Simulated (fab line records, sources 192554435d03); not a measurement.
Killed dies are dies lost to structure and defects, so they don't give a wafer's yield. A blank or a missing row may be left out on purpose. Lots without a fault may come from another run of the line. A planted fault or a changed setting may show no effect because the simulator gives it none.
Which tool did it? | flow n5_finfet | 12 lots, 36 wafers sampled, at 4 steps of a route of 1938

WHAT THE GAUGES READ, wafer by wafer
N5_PASSIVATION_CD_MEAS_10: target cd 3000 nm. Usual: cd_nm 2999.2 nm, standard deviation 1.6.
lot  | measured     | on        | cd_nm (nm)           | flag
L736 | day 13 03:34 | cd_sem-02 | 2997.4 3000.6 3001.8 |
L737 | day 13 13:14 | cd_sem-01 | 3000.6 3000.6 3000.0 |
L739 | day 13 18:02 | cd_sem-01 | 2999.8 2998.7 2997.9 |
L740 | day 14 10:36 | cd_sem-03 | 2998.5 2999.2 2998.4 |
L742 | day 14 20:40 | cd_sem-03 | 2997.5 3000.2 2998.4 |
L743 | day 15 08:00 | cd_sem-01 | 2998.1 2999.5 2997.8 |
L744 | day 15 14:30 | cd_sem-01 | 2999.8 2999.1 3001.4 |
L748 | day 15 20:36 | cd_sem-03 | 2999.5 2998.5 2998.0 |
L747 | day 16 12:42 | cd_sem-02 | 2994.8 2997.3 2996.4 |
L750 | day 17 01:04 | cd_sem-02 | 2999.7 3002.6 3000.4 |
L752 | day 17 02:56 | cd_sem-02 | 2997.5 2998.6 2995.3 |
L757 | day 18 08:53 | cd_sem-01 | 2998.5 3001.0 2998.3 |

N5_PASSIVATION_CD_MEAS_44: target cd 40000 nm. Usual: cd_nm 40000 nm, standard deviation 3.2.
lot  | measured     | on        | cd_nm (nm)        | flag
L736 | day 13 07:40 | cd_sem-03 | 39994 39997 39997 |
L737 | day 13 17:19 | cd_sem-03 | 40000 39994 40001 |
L739 | day 13 21:41 | cd_sem-01 | 39996 39996 40000 |
L740 | day 14 15:10 | cd_sem-03 | 39996 40000 39996 |
L742 | day 15 02:32 | cd_sem-02 | 39992 39993 39999 |
L743 | day 15 12:35 | cd_sem-03 | 40003 40003 40001 |
L744 | day 15 18:13 | cd_sem-03 | 40003 40000 40004 |
L748 | day 16 00:16 | cd_sem-01 | 40001 39999 39999 |
L747 | day 16 18:43 | cd_sem-01 | 39999 40002 39998 |
L750 | day 17 05:20 | cd_sem-02 | 40001 39996 40000 |
L752 | day 17 06:35 | cd_sem-03 | 40000 40001 40001 |
L757 | day 18 12:40 | cd_sem-03 | 39996 39999 39999 |

N5_PASSIVATION_OVL_MEAS_66. Usual: PASS_OPEN_OVL 5 nm, standard deviation 5.5.
lot  | measured     | on         | PASS_OPEN_OVL (nm) | flag
L736 | day 13 07:41 | overlay-01 | 6 -2 6             |
L737 | day 13 17:21 | overlay-02 | 11 -1 3            |
L739 | day 13 21:43 | overlay-01 | 4 5 6              |
L740 | day 14 15:12 | overlay-01 | 11 8 6             |
L742 | day 15 02:34 | overlay-01 | -5 4 -2            |
L743 | day 15 12:37 | overlay-02 | -2 2 2             |
L744 | day 15 18:15 | overlay-02 | 9 5 10             |
L748 | day 16 00:18 | overlay-02 | 14 10 16           |
L747 | day 16 18:45 | overlay-01 | 14 13 12           |
L750 | day 17 05:22 | overlay-02 | 3 3 10             |
L752 | day 17 06:37 | overlay-02 | 12 18 10           |
L757 | day 18 12:42 | overlay-01 | 9 8 8              |

WHICH TOOL RAN EACH LOT (tool, then ch and the chambers of the sampled wafers, then the start)
lot  | N5_BEOL_M6_ALD_77
L736 | ald_metal-02 ch 1,2,3, day 10 00:05
L737 | ald_metal-03 ch 2,3, day 10 03:11
L739 | ald_metal-03 ch 0,1,2, day 10 09:44
L740 | ald_metal-02 ch 0,2, day 11 01:13
L742 | ald_metal-01 ch 0,3, day 11 10:15
L743 | ald_metal-02 ch 1,2,3, day 11 13:49
L744 | ald_metal-02 ch 1,2,3, day 11 23:43
L748 | ald_metal-01 ch 0,2,3, day 12 15:17
L747 | ald_metal-03 ch 0,1,3, day 13 02:14
L750 | ald_metal-03 ch 1,3, day 13 08:55
L752 | ald_metal-03 ch 1,2,3, day 14 00:05
L757 | ald_metal-01 ch 0,1,3, day 15 02:05
- N5_BEOL_M6_ALD_77: deposits TaN, target thk 2 nm, pulse time 2 s, purge time 3 s.

WHAT THE TOOLS THEMSELVES READ (means of the sampled wafers that have a number; where no wafer has one, the mark that the record gives instead)
N5_BEOL_M6_ALD_77. Usual: heater_power_w 437 W, standard deviation 94.
lot  | tool         | heater_power_w (W) | flag
L736 | ald_metal-02 | 446                |
L737 | ald_metal-03 | 429                |
L739 | ald_metal-03 | 481                |
L740 | ald_metal-02 | 544                |
L742 | ald_metal-01 | 401                |
L743 | ald_metal-02 | 449                |
L744 | ald_metal-02 | 443                |
L748 | ald_metal-01 | 408                |
L747 | ald_metal-03 | 451                |
L750 | ald_metal-03 | 443                |
L752 | ald_metal-03 | 474                |
L757 | ald_metal-01 | 381                |

THE ANSWER, worked out from the rows above alone
Rule: a lot is off if the mean of its wafers that have a number lies more than 3 standard deviations from the usual mean. A lot without any number at a reading at which 4 lots or more have one is off too. The other lots that the step has rows for count as sound. The gauges are gone through in route order, then the tools' own readings, and for those a lot's mean is taken as printed above. The first step at which some lot is off is used, and at that step the reading that is off furthest; a lot without a number counts as furthest.
No lot is off at any reading shown: from this, nothing can be told.

WHAT THE SIMULATOR HAD PUT IN
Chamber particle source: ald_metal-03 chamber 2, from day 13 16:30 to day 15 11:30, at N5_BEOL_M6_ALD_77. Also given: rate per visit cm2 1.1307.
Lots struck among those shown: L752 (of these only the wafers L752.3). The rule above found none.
